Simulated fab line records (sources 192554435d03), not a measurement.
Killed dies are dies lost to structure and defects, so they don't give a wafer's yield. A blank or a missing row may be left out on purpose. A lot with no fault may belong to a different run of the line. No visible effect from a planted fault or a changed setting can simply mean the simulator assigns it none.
Matching of chambers | flow n5Finfet | cmp-04 running N5_STI_FIN_REVEAL_CMP_04: 4 sister chambers
The step polishes, stops on Si3N4, t overpolish 4 s, target thk 131.83 nm. 4 wafers are shown with their chamber, then 8 later ones without.

## EACH WAFER AND ITS CHAMBER
wafer  | chamber | timeToEndpointS (s)
L080.3 | 1       | 101
L088.1 | 0       | 123
L088.2 | 2       | 108
L089.1 | 3       | 108

## WAFERS WITH NO CHAMBER GIVEN
wafer  | timeToEndpointS (s)
L089.4 | 107
L089.6 | 104
L092.1 | 122
L092.4 | 102
L092.6 | 104
L094.1 | 107
L094.2 | 129
L094.5 | 128

## CHAMBER TAKEN BY EACH
wafer  | from the rows above          | in truth
L089.4 | can't be placed: 2 or 3 or 1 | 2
L089.6 | can't be placed: 1 or 2 or 3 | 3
L092.1 | 0                            | 0
L092.4 | can't be placed: 1 or 2 or 3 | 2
L092.6 | can't be placed: 1 or 2 or 3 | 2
L094.1 | can't be placed: 2 or 3 or 1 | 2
L094.2 | 0                            | 0
L094.5 | 0                            | 0
Correct placement for 3 of the 8. From these rows, 5 cannot be placed; in 5 the true chamber is one of the candidates. 0 placed wrongly.
How it was worked out, from the rows above alone: a wafer's distance from a chamber is the root of the sum, over the readings, of the square of ((its reading less the chamber's mean) divided by the reading's scatter). The wafer belongs to the nearest chamber; if the next one is less than 2 further off, it can't be placed. Each chamber's mean is taken over the wafers shown for it. The scatter: with one shown wafer a chamber, the root of the mean of the squares of how far each hidden wafer lies from its nearest shown one.
